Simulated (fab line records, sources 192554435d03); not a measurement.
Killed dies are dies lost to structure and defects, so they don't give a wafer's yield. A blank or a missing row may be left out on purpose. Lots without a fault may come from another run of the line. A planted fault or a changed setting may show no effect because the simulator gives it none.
fab line records | flow n5_finfet | part 1 of 2: steps 1 to 4 of 6
record lots=24 wafers=72 last_day=18
route steps=1938 shown BEOL_M2@854
lots that met no fault: from a run of the same line without faults
start_h: hours from the record's first day to the start of the lot's first wafer shown | wait_h: hours since the lot's step before | " the same as in the row above | L1.1+2: a row that stands for several wafers | - no value, or no start given | * or withheld: withheld | < > ~ a bound
route shown NAME@n: a module of which the file shows steps, and the number in the route of the first | usual: mean/standard deviation of fault-free wafers | same: alike in all rows | chamber/n: place in a boat | sites: the reading at each site | _std_site: their standard deviation | _edge_site: outer sites' mean less inner sites' | radius_mm: how far each site lies from the wafer's centre | mask NAME#n: copy n | behind: the tool/chamber that last shaped the wafer | hold: why the lot was held/for how many hours/how that ended | device: the transistor (n, p or np) that didn't switch | end of line: the same wafers' tests at the end of the route | a step without rows: its recipe alone | killed: dies lost to structure and defects at the first sort, not the wafer's yield | map: a wafer's dies, x killed, . not, _ none there
set.NAME: the setting as run; set.NAME@STEP: as run at that earlier step | model.NAME: the simulator's own value behind a step, which no gauge read
steps of the route over a sample of lots; a table a step, a row a wafer
services: from which hour (start_h, from the record's first day; less than 0 if before it) a tool's chamber was out of use, for how many hours, and why
## steps
# step N5_BEOL_M2_CD_MEAS_11
# recipe target_cd_nm=16.79 landing_energy_ev=500 detector=se_inlens polarity=opening
# usual cd_nm=16.73/0.26
# columns lot.wafer tool chamber start_h wait_h cd_nm
L074.4 cd_sem-03 0 131.68 - 16.43
L074.5 " 0 " " 16.76
L074.6 " 0 " " 16.88
L075.2 cd_sem-01 0 141.13 - 16.66
L075.3 " 0 " " 16.90
L075.4 " 0 " " 16.70
L076.2 cd_sem-02 0 155.67 - 16.78
L076.3 " 0 " " 16.28
L076.6 " 0 " " 16.80
L077.1 cd_sem-01 0 155.93 - 17.54
L077.2 " 0 " " 16.96
L077.4 " 0 " " 17.18
L078.1 cd_sem-01 0 168.90 - 16.69
L078.2 " 0 " " 16.60
L078.4 " 0 " " 16.77
L079.1 cd_sem-03 0 170.00 - 16.76
L079.4 " 0 " " 16.80
L079.5 " 0 " " 16.46
L080.2 cd_sem-02 0 177.44 - 16.81
L080.4 " 0 " " 16.51
L080.5 " 0 " " 17.25
L081.3 cd_sem-02 0 177.49 - 16.36
L081.5 " 0 " " 16.75
L081.6 " 0 " " 16.30
L082.2 cd_sem-02 0 192.60 - 16.81
L082.3 " 0 " " 16.30
L082.6 " 0 " " 16.70
L083.3 cd_sem-01 0 208.59 - 16.83
L083.4 " 0 " " 16.63
L083.5 " 0 " " 17.11
L084.4 cd_sem-01 0 211.71 - 16.43
L084.5 " 0 " " 16.57
L084.6 " 0 " " 16.61
L086.1 cd_sem-01 0 215.36 - 16.41
L086.3 " 0 " " 16.86
L086.5 " 0 " " 16.79
L088.2 cd_sem-02 0 217.27 - 16.84
L088.3 " 0 " " 16.56
L088.6 " 0 " " 16.59
L085.3 cd_sem-02 0 218.27 - 16.89
L085.5 " 0 " " 16.73
L085.6 " 0 " " 16.43
L087.1 cd_sem-03 0 225.32 - 16.55
L087.3 " 0 " " 17.07
L087.4 " 0 " " 16.84
L091.1 cd_sem-01 0 232.39 - 16.76
L091.3 " 0 " " 16.56
L091.6 " 0 " " 16.61
L090.3 cd_sem-02 0 232.45 - 17.12
L090.4 " 0 " " 17.11
L090.5 " 0 " " 16.61
L089.1 cd_sem-01 0 233.45 - 17.13
L089.2 " 0 " " 16.77
L089.4 " 0 " " 17.08
L092.3 cd_sem-01 0 248.75 - 16.46
L092.4 " 0 " " 17.04
L092.5 " 0 " " 16.68
L093.1 cd_sem-01 0 255.41 - 16.97
L093.4 " 0 " " 17.00
L093.6 " 0 " " 16.39
L094.1 cd_sem-02 0 261.90 - 16.96
L094.5 " 0 " " 16.86
L094.6 " 0 " " 16.27
L095.3 cd_sem-01 0 262.09 - 16.58
L095.4 " 0 " " 16.91
L095.5 " 0 " " 16.81
L096.1 cd_sem-02 0 274.41 - 16.93
L096.3 " 0 " " 16.88
L096.6 " 0 " " 17.12
L097.1 cd_sem-02 0 274.76 - 16.79
L097.2 " 0 " " 16.50
L097.4 " 0 " " 16.76
# step N5_BEOL_M2_OVL_MEAS_29
# recipe points_per_wafer=522
# usual V1_OVL=0.0/0.7
# columns lot.wafer tool chamber start_h wait_h V1_OVL[nm]
L074.4 overlay-01 0 137.56 0.0 -1.4
L074.5 " 0 " " 0.3
L074.6 " 0 " " -0.3
L075.2 overlay-01 0 142.05 0.0 -0.1
L075.3 " 0 " " 0.0
L075.4 " 0 " " -0.9
L076.2 overlay-01 0 156.73 0.0 0.1
L076.3 " 0 " " 0.0
L076.6 " 0 " " -0.6
L077.1 overlay-02 0 157.04 0.0 1.1
L077.2 " 0 " " -0.6
L077.4 " 0 " " 0.0
L078.1 overlay-01 0 169.83 0.0 0.2
L078.2 " 0 " " -0.4
L078.4 " 0 " " 0.5
L079.1 overlay-01 0 171.11 0.0 0.0
L079.4 " 0 " " 1.0
L079.5 " 0 " " -0.2
L080.2 overlay-01 0 178.57 0.0 -1.5
L080.4 " 0 " " -0.8
L080.5 " 0 " " -0.6
L081.3 overlay-01 0 178.63 0.0 0.3
L081.5 " 0 " " 0.5
L081.6 " 0 " " 0.0
L082.2 overlay-02 0 194.24 0.0 0.2
L082.3 " 0 " " 0.6
L082.6 " 0 " " 1.3
L083.3 overlay-01 0 209.68 0.0 0.4
L083.4 " 0 " " 0.3
L083.5 " 0 " " 1.5
L084.4 overlay-01 0 213.28 0.0 -0.5
L084.5 " 0 " " -0.6
L084.6 " 0 " " -0.2
L086.1 overlay-02 0 216.78 0.0 0.1
L086.3 " 0 " " 0.0
L086.5 " 0 " " 0.2
L088.2 overlay-01 0 218.33 0.0 0.8
L088.3 " 0 " " -0.4
L088.6 " 0 " " 0.9
L085.3 overlay-02 0 219.32 0.0 1.5
L085.5 " 0 " " 1.0
L085.6 " 0 " " 0.5
L087.1 overlay-02 0 226.26 0.0 -0.1
L087.3 " 0 " " 0.3
L087.4 " 0 " " -0.6
L091.1 overlay-01 0 233.51 0.0 -0.1
L091.3 " 0 " " 0.3
L091.6 " 0 " " -1.4
L090.3 overlay-01 0 233.70 0.0 -0.1
L090.4 " 0 " " 0.7
L090.5 " 0 " " -0.1
L089.1 overlay-02 0 234.36 0.0 0.6
L089.2 " 0 " " 0.4
L089.4 " 0 " " 1.7
L092.3 overlay-02 0 249.66 0.0 -0.2
L092.4 " 0 " " 0.6
L092.5 " 0 " " -0.6
L093.1 overlay-01 0 256.70 0.0 0.1
L093.4 " 0 " " -0.6
L093.6 " 0 " " -0.9
L094.1 overlay-01 0 263.23 0.0 -1.6
L094.5 " 0 " " -0.8
L094.6 " 0 " " -1.3
L095.3 overlay-01 0 263.30 0.0 0.0
L095.4 " 0 " " -1.7
L095.5 " 0 " " 0.1
L096.1 overlay-02 0 275.34 0.0 -0.3
L096.3 " 0 " " -0.8
L096.6 " 0 " " -0.6
L097.1 overlay-01 0 275.77 0.0 0.4
L097.2 " 0 " " -0.1
L097.4 " 0 " " 0.3
# step N5_BEOL_M2_ETCH_69
# recipe chemistry=CF4 target=SiARC target_depth_a=156 mask_material=CAR-EUV time_s=26 ion_energy_ev=80 pressure_mtorr=40 source_w=545 bias_w=36 Ar_flow_sccm=100 cf4_flow_sccm=100 ends=cleared
# usual drypump_motor_current_A=5.7/0.46 etch_rf_on_time_s=26.3/0.58 oes_product_au=0.67/0.079 rf_fwd_power_W=532.1/2.3 rf_vpp_V=184.6/1 showerhead_plenum_p_Torr=2.19/0.04 throttle_valve_pct=15.54/0.2
# columns lot.wafer tool chamber start_h wait_h drypump_motor_current_A etch_rf_on_time_s oes_product_au rf_fwd_power_W rf_hours_counter_h rf_vpp_V showerhead_plenum_p_Torr throttle_valve_pct
L074.4 rie_diel-01 1 139.22 0.0 6.0 26.4 0.67 533.5 123 184.6 2.23 15.43
L074.5 " 3 " " 5.7 25.8 0.78 531.8 - 183.8 2.18 15.66
L074.6 " 0 " " 5.5 26.0 0.59 532.1 - 185.2 2.20 15.73
L075.2 rie_diel-04 0 142.18 0.0 6.7 25.7 0.75 532.1 41 186.4 2.26 15.27
L075.3 " 3 " " 4.9 26.1 0.72 528.5 75 182.7 2.09 15.64
L075.4 " 1 " " 5.7 26.0 0.68 532.9 112 185.9 2.15 15.43
L076.2 rie_diel-01 0 156.87 0.0 5.5 25.9 0.59 531.7 234 184.6 2.20 15.74
L076.3 " 3 " " 5.8 25.8 0.76 530.0 31 182.4 2.18 15.68
L076.6 " 3 " " 5.8 25.6 0.76 528.2 - 183.8 2.18 15.67
L077.1 rie_diel-01 0 157.18 0.0 5.5 26.0 0.59 532.9 234 184.4 2.20 15.73
L077.2 " 1 " " 6.1 26.5 0.65 531.2 129 185.2 2.23 15.43
L077.4 " 2 " " 5.9 26.7 0.58 526.8 234 183.2 2.18 15.47
L078.1 rie_diel-05 0 169.98 0.0 5.6 26.8 0.64 538.8 160 184.9 2.22 15.60
L078.2 " 1 " " 6.1 27.7 0.57 532.2 196 186.4 2.21 15.76
L078.4 " 2 " " 5.9 27.2 0.61 529.9 211 185.6 2.21 15.39
L079.1 rie_diel-01 3 171.66 0.0 5.7 25.4 0.77 531.4 37 184.9 2.17 15.68
L079.4 " 2 " " 5.8 26.8 0.58 531.7 241 185.5 2.18 15.47
L079.5 " 1 " " 6.0 26.9 0.64 530.9 - 183.3 2.23 15.44
L080.2 rie_diel-01 0 178.71 0.0 5.5 26.2 0.58 529.2 242 184.4 2.19 15.75
L080.4 " 0 " " 5.5 26.3 0.58 528.8 - 184.3 2.19 15.75
L080.5 " 3 " " 5.7 25.3 0.76 531.5 - 184.7 2.17 15.68
L081.3 rie_diel-05 0 178.76 0.0 5.5 26.7 0.64 538.1 162 184.3 2.22 15.61
L081.5 " 2 " " 5.9 26.9 0.61 529.5 - 184.1 2.21 15.41
L081.6 " 3 " " 6.1 26.4 0.60 535.5 - 185.7 2.21 15.65
L082.2 rie_diel-04 0 194.55 0.0 6.7 25.6 0.72 530.2 60 185.4 2.26 15.29
L082.3 " 3 " " 4.9 25.7 0.70 532.1 96 182.3 2.08 15.69
L082.6 " 3 " " 4.9 25.9 0.70 531.9 - 183.0 2.08 15.68
L083.3 rie_diel-04 1 209.81 0.0 5.6 25.5 0.66 530.3 130 185.0 2.15 15.43
L083.4 " 2 " " 4.9 27.1 0.75 532.1 30 185.1 2.18 15.59
L083.5 " 2 " " 5.0 26.8 0.77 532.8 - 185.5 2.18 15.61
L084.4 rie_diel-04 2 213.40 0.0 5.0 27.0 0.75 531.3 31 183.1 2.18 15.59
L084.5 " 1 " " 5.6 25.6 0.66 531.3 - 184.0 2.15 15.47
L084.6 " 2 " " 5.0 27.1 0.75 532.4 - 185.5 2.18 15.59
L086.1 rie_diel-04 1 216.92 0.0 5.6 25.5 0.66 532.9 133 183.9 2.15 15.47
L086.3 " 0 " " 6.7 25.4 0.72 532.6 69 186.1 2.25 15.32
L086.5 " 1 " " 5.6 25.6 0.66 533.0 - 185.9 2.15 15.46
L088.2 rie_diel-01 1 218.47 0.0 6.1 26.4 0.64 529.7 150 183.0 2.22 15.47
L088.3 " 0 " " 5.5 26.1 0.58 530.6 258 184.2 2.19 15.79
L088.6 " 2 " " 5.8 26.3 0.86 530.5 - 187.0 2.18 15.00
L085.3 rie_diel-04 0 219.45 0.0 6.7 25.2 0.72 534.4 70 184.1 2.25 15.30
L085.5 " 1 " " 5.6 25.4 0.66 531.5 - 185.3 2.15 15.46
L085.6 " 2 " " 4.9 26.9 0.75 531.5 - 185.3 2.18 15.58
L087.1 rie_diel-05 0 226.41 0.0 5.5 26.3 0.64 536.2 180 184.1 2.21 15.65
L087.3 " 3 " " 6.1 26.5 0.59 536.6 215 185.1 2.20 15.68
L087.4 " 2 " " 5.9 27.1 0.60 531.7 228 186.9 2.20 15.45
L091.1 rie_diel-05 1 233.70 0.0 6.1 27.2 0.58 532.1 219 184.7 2.20 15.81
L091.3 " 3 " " 6.1 26.3 0.59 536.1 218 185.0 2.20 15.69
L091.6 " 2 " " 5.9 27.1 0.60 530.4 - 185.1 2.20 15.43
L090.3 rie_diel-04 1 233.94 0.0 5.6 25.5 0.66 528.5 139 183.8 2.14 15.48
L090.4 " 2 " " 4.9 27.0 0.75 533.2 38 184.1 2.18 15.62
L090.5 " 3 " " 4.9 25.7 0.69 532.5 - 183.4 2.08 15.69
L089.1 rie_diel-04 2 234.51 0.0 5.0 26.9 0.75 532.6 39 184.5 2.18 15.62
L089.2 " 0 " " 6.7 25.5 0.72 533.4 75 187.3 2.25 15.33
L089.4 " 3 " " 4.9 25.9 0.69 531.8 111 183.9 2.08 15.71
L092.3 rie_diel-01 3 249.88 0.0 5.7 25.9 0.72 531.0 62 183.7 2.17 15.73
L092.4 " 0 " " 5.5 25.7 0.82 531.1 2 184.2 2.19 15.27
L092.5 " 3 " " 5.7 25.7 0.72 531.9 - 185.6 2.17 15.74
L093.1 rie_diel-05 1 256.85 0.0 6.1 27.2 0.56 532.2 230 184.5 2.20 15.82
L093.4 " 2 " " 5.9 27.1 0.59 531.4 240 184.4 2.20 15.45
L093.6 " 3 " " 6.1 26.9 0.58 534.3 - 185.6 2.20 15.71
L094.1 rie_diel-05 3 263.56 0.0 6.1 26.6 0.58 537.4 229 185.1 2.20 15.70
L094.5 " 2 " " 5.9 27.0 0.58 533.4 - 184.0 2.20 15.49
L094.6 " 1 " " 6.0 27.0 0.56 533.5 - 183.0 2.20 15.84
L095.3 rie_diel-01 1 263.59 0.0 6.1 26.6 0.62 533.2 169 185.3 2.21 15.49
L095.4 " 0 " " 5.5 25.4 0.81 530.0 7 184.1 2.18 15.27
L095.5 " 1 " " 6.0 26.3 0.63 532.4 - 185.9 2.21 15.48
L096.1 rie_diel-01 0 275.49 0.0 5.5 25.4 0.80 530.8 11 184.9 2.18 15.29
L096.3 " 3 " " 5.7 25.5 0.72 533.0 71 183.1 2.16 15.76
L096.6 " 2 " " 5.8 26.3 0.78 534.1 - 184.1 2.17 15.04
L097.1 rie_diel-01 0 275.92 0.0 5.5 25.8 0.80 531.8 11 185.8 2.18 15.29
L097.2 " 1 " " 6.1 26.5 0.62 536.5 174 183.6 2.21 15.51
L097.4 " 3 " " 5.7 25.8 0.71 532.3 72 184.9 2.16 15.75
# step N5_BEOL_M2_ALD_98
# recipe material=SiO2 target_thk_a=25 temp_c=100 ald_precursor_family=BDEAS ald_co_reactant=O2-plasma pulse_time_s=1 co_reactant_pulse_time_s=1 purge_time_s=2 co_reactant_purge_time_s=2 ald_cycles=17 pressure_torr=2
# usual heater_power_w=80/4.2 precursor_pulse_height_rel=1.001/0.019
# same purge_time_s=2
# columns lot.wafer tool chamber start_h wait_h heater_power_w precursor_pulse_height_rel
L074.4 ald_sin-04 1 139.30 0.1 78 0.979
L074.5 " 2 " " 79 1.007
L074.6 " 3 " " 85 0.956
L075.2 ald_sin-01 1 142.45 0.2 76 1.015
L075.3 " 0 " " 80 0.990
L075.4 " 3 " " 91 1.025
L076.2 ald_sin-01 1 156.95 0.1 79 1.010
L076.3 " 2 " " 84 0.988
L076.6 " 3 " " 93 1.002
L077.1 ald_sin-01 3 157.26 0.1 91 0.979
L077.2 " 1 " " 78 1.034
L077.4 " 0 " " 78 0.988
L078.1 ald_sin-04 3 170.06 0.1 85 0.997
L078.2 " 0 " " 85 0.979
L078.4 " 2 " " 81 0.972
L079.1 ald_sin-04 0 171.87 0.2 84 0.998
L079.4 " 2 " " 79 1.016
L079.5 " 2 " " 80 1.028
L080.2 ald_sin-04 3 178.79 0.1 80 1.014
L080.4 " 2 " " 79 1.013
L080.5 " 0 " " 85 1.004
L081.3 ald_sin-04 2 178.89 0.1 79 0.994
L081.5 " 0 " " 84 1.000
L081.6 " 1 " " 78 1.020
L082.2 ald_sin-02 3 194.80 0.2 76 1.014
L082.3 " 1 " " 78 0.991
L082.6 " 3 " " 76 1.021
L083.3 ald_sin-02 2 209.90 0.1 68 1.008
L083.4 " 3 " " 76 1.009
L083.5 " 0 " " 80 1.001
L084.4 ald_sin-01 1 213.84 0.4 73 1.018
L084.5 " 3 " " 84 0.970
L084.6 " 2 " " 76 1.007
L086.1 ald_sin-01 0 217.00 0.1 79 0.984
L086.3 " 2 " " 77 0.986
L086.5 " 1 " " 73 0.987
L088.2 ald_sin-04 0 218.55 0.1 85 0.965
L088.3 " 3 " " 86 1.015
L088.6 " 2 " " 80 1.030
L085.3 ald_sin-01 3 219.53 0.1 83 0.989
L085.5 " 0 " " 77 0.977
L085.6 " 1 " " 75 1.033
L087.1 ald_sin-01 1 226.49 0.1 73 0.992
L087.3 " 0 " " 79 0.990
L087.4 " 2 " " 76 1.024
L091.1 ald_sin-04 0 233.78 0.1 82 0.998
L091.3 " 2 " " 80 1.003
L091.6 " 2 " " 80 1.010
L090.3 ald_sin-04 3 234.02 0.1 85 1.010
L090.4 " 2 " " 78 1.003
L090.5 " 2 " " 81 0.991
L089.1 ald_sin-04 1 234.97 0.4 80 1.025
L089.2 " 0 " " 82 1.036
L089.4 " 3 " " 84 0.990
L092.3 ald_sin-01 0 249.97 0.1 78 0.999
L092.4 " 2 " " 76 1.014
L092.5 " 1 " " 73 0.966
L093.1 ald_sin-01 2 256.93 0.1 76 0.974
L093.4 " 2 " " 79 0.974
L093.6 " 1 " " 75 0.989
L094.1 ald_sin-02 2 263.90 0.3 72 1.014
L094.5 " 3 " " 75 1.000
L094.6 " 0 " " 80 1.012
L095.3 ald_sin-01 2 263.93 0.3 78 0.971
L095.4 " 0 " " 79 1.003
L095.5 " 2 " " 77 1.001
L096.1 ald_sin-04 3 275.57 0.1 84 0.980
L096.3 " 1 " " 81 1.037
L096.6 " 3 " " 84 0.987
L097.1 ald_sin-04 3 276.29 0.3 86 0.980
L097.2 " 2 " " 81 1.017
L097.4 " 0 " " 85 0.989
